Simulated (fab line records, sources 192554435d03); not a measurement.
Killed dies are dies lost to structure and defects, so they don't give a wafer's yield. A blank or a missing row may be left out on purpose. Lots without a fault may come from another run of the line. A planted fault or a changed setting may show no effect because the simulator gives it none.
Problem report in the 8D (eight disciplines) form, filled by code | flow n5_finfet | the parts of the form that need people (team, actions taken, sign-off) are left out

1. THE PROBLEM
raw_defect_count at N5_BEOL_M8_INSPECT_30 reads a mean of 1108 on 4 wafers of 2 lots; wafers without a fault read 373 with a standard deviation of 86. That is +8.5 standard deviations from the usual mean.
The step: inspects for defects (brightfield).
First seen on wafer L371.2, day 12 06:50, on defect_inspect-01. The record holds 27 wafers of 9 lots with a number at this step. Rule for "out", or "out of limits": more than 4 standard deviations from the usual mean. The other wafers with a number count as sound.

2. WHAT IT IS AND WHAT IT IS NOT
question                    | is                             | is not
which readings at this step | raw_defect_count               | -
which lots                  | L370, L371                     | L363, L365, L376, L380, L381, L383, L384
which wafers of those lots  | L370.1, L370.4, L371.2, L371.5 | L370.5, L371.6
read on which gauges        | defect_inspect-01              | defect_inspect-02
when                        | from day 12 06:50              | up to then (7 sound wafers); but 16 sound wafers of L370, L376, L380, L381, L383, L384 came after

3. SUSPECTS, AND WHAT RULES EACH OUT
Counting: a tool at a process step up to the reading stays a suspect if it ran every lot that is out. Sound lots after the first of them don't rule it out here, since some wafers of a struck lot are sound.
- the gauge at N5_BEOL_M8_INSPECT_30: ruled out. All the wafers that are out were read on defect_inspect-01, but those of them that N5_PASSIVATION_PROBE_49 has rows for are out there too, on other tools.
- rie_metal-02 at N5_BEOL_M8_HM_OPEN_17 (chemistry Cl2/BCl3, target TiN, target depth 20 nm, overetch 6 nm): kept. It ran every lot that is out, first L371 (day 12 04:32); its last sound lot up to then is L365 (day 10 16:31).
- Within rie_metal-02 at N5_BEOL_M8_HM_OPEN_17: the wafers that are out ran in chamber 1; their sound lot-mates ran in chamber 0.
Left after counting: rie_metal-02 at N5_BEOL_M8_HM_OPEN_17.

4. THE CAUSE (what the simulator had put in)
Chamber particle source: rie_metal-02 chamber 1, from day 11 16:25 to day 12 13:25, at N5_BEOL_M8_HM_OPEN_17. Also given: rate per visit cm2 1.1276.
Counting left only this tool.

5. THE CHAIN OF EFFECTS, in route order
Each row: a reading whose mean over the struck wafers that have a number lies more than 3 standard deviations from the usual. Only readings for which the record gives a usual standard deviation are gone through. hours: the time from each lot's start at the first step in this table that gives one to its start at this step, as a median over the lots. sigmas: the change in usual standard deviations.
hours | step                    | reading              | usual  | on struck wafers | change | sigmas
0     | N5_BEOL_M8_INSPECT_30   | raw_defect_count     | 373    | 1108             | +735   | +8.5
75    | N5_PASSIVATION_PROBE_49 | defect_limited_yield | 91.2 % | 81.7             | -9.5   | -6.3
75    | N5_PASSIVATION_PROBE_49 | killed_at_M4_up      | 13     | 142              | +130   | +24
75    | N5_PASSIVATION_PROBE_49 | killed_dies          | 103    | 216              | +113   | +6.6
75    | N5_PASSIVATION_PROBE_49 | sort_bin_5_function  | 5.2 %  | 11.3             | +6.1   | +6.5
75    | N5_PASSIVATION_PROBE_49 | sort_n_pass          | 1077   | 964              | -113   | -6.6
75    | N5_PASSIVATION_PROBE_49 | sort_yield_pct       | 91.2 % | 81.7             | -9.5   | -6.3
The process steps in it:
- N5_PASSIVATION_PROBE_49

6. WHAT WOULD HAVE CAUGHT IT SOONER
In this record the first reading out of limits at a measuring or inspecting step was taken at day 12 06:50, 14 hours after the fault began at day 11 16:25.
Of the tool readings at N5_BEOL_M8_HM_OPEN_17 for which the record gives a usual standard deviation, none was out on any struck wafer, so an alarm limit of 4 standard deviations on them would not have fired.
Of the lots that are out (2), L370 began N5_BEOL_M8_HM_OPEN_17 on rie_metal-02 after day 12 06:50. A hold on the tool at that time would have spared it.
